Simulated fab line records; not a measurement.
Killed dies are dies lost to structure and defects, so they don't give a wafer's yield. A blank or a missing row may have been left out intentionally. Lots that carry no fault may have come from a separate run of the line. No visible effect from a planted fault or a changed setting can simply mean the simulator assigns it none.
8D (eight disciplines) problem report, filled in by code -- flow n5 finfet -- the parts of the form that need people (team, actions taken, sign-off) are left out

== 1. PROBLEM STATEMENT ==
COMB_M3 at N5_BEOL_M4_RC_MEAS_101 reads a mean of 2.0e-10 S/m on 3 wafers of 3 lots; wafers without a fault read 6.1e-11 S/m with a standard deviation of 1.3e-11. That puts it +10 standard deviations away from the usual mean.
First seen on wafer L484.3, day 11 11:20, on prober-01. Wafers with a number at this step in the record: 24, from 9 lots. The rule behind "out" and "out of limits": a value lying over 4 standard deviations away from the usual mean. The other wafers with a number count as sound.

== 2. WHAT IT IS, AND WHAT IT ISN'T ==
question,is,is not
which readings at this step,"COMB_M3, COMB_M3_max_site","DIBL_N, DIBL_P, IOFF_N, IOFF_P, ION_N, SS_N, SS_P, VT_N, VT_P"
which lots,"L484, L485, L489","L475, L478, L480, L488, L492, L494"
which wafers of those lots,"L484.3, L485.3, L489.3","L484.5, L485.5, L489.2"
read on which gauges,"prober-01, prober-02",-
when,from day 11 11:20,"up to then (10 sound wafers); but 11 sound wafers of L485, L488, L489, L492, L494 came after"
where on the wafer (9 sites),all sites,-

== 3. THE SUSPECTS, EACH WITH WHAT RULES IT OUT ==
Counting: if a tool at a process step up to the reading ran every lot that is out, it stays a suspect. Sound lots after the first of them don't rule it out here, since some wafers of a struck lot are sound.
- the gauge at N5_BEOL_M4_RC_MEAS_101: ruled out. The wafers that are out were read on 2 gauges (prober-01, prober-02).
- ald metal-03 at N5_BEOL_M3_ALD_84 (deposits TaN, pulse time 2 s, purge time 3 s, co reactant purge time 2 s): kept. Ran every lot that is out, first one L484 (day 10 14:44); last sound lot up to then L480 (day 9 14:55).
Remaining after the count: ald metal-03 at N5_BEOL_M3_ALD_84.

== 4. THE CAUSE (what the simulator had put in) ==
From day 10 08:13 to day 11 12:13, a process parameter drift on ald metal-03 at N5_BEOL_M3_ALD_84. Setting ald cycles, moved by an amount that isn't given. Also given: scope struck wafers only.
Counting left only this tool.

== 5. SEQUENCE OF EFFECTS, ordered by route ==
Rows list readings where the struck wafers' mean (over those with a number) sits beyond 3 standard deviations from the usual. Scope: only readings with a usual standard deviation given in the record; hours: median across lots of the time from each lot's start at the first step in this table that gives one to its start at this step; sigmas: change in usual standard deviations.
hours,step,reading,usual,on struck wafers,change,sigmas
0,N5_BEOL_M4_RC_MEAS_101,COMB_M3,6.1e-11 S/m,2.0e-10,+1.4e-10,+10
0,N5_BEOL_M4_RC_MEAS_101,COMB_M3_max_site,8.6e-11 S/m,2.9e-10,+2.0e-10,+10
107,N5_PASSIVATION_PROBE_49,defect limited yield,91.4 %,86.0,-5.4,-3.6
107,N5_PASSIVATION_PROBE_49,killed_at_M0_to_M3,34,86,+52,+4.4
107,N5_PASSIVATION_PROBE_49,killed dies,101,165,+64,+3.6
107,N5_PASSIVATION_PROBE_49,sort_bin_4_leakage,0.00 %,5.31,+5.31,+99 or more
107,N5_PASSIVATION_PROBE_49,sort n pass,1079,1015,-64,-3.8
107,N5_PASSIVATION_PROBE_49,sort yield pct,91.4 %,86.0,-5.4,-3.6
It contains these process steps:
- N5_PASSIVATION_PROBE_49

== 6. WHAT WOULD HAVE CAUGHT IT SOONER ==
Counted from the fault's start at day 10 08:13, it took 27 hours until the first out-of-limits reading at a measuring or inspecting step in this record, taken at day 11 11:20.
Of the tool readings at N5_BEOL_M3_ALD_84 for which the record gives a usual standard deviation, none was out on any struck wafer, so an alarm limit of 4 standard deviations on them would not have fired.
All the lots that are out (3) had begun N5_BEOL_M3_ALD_84 on ald metal-03 by day 11 11:20. None of them would have been spared by holding the tool at that moment.
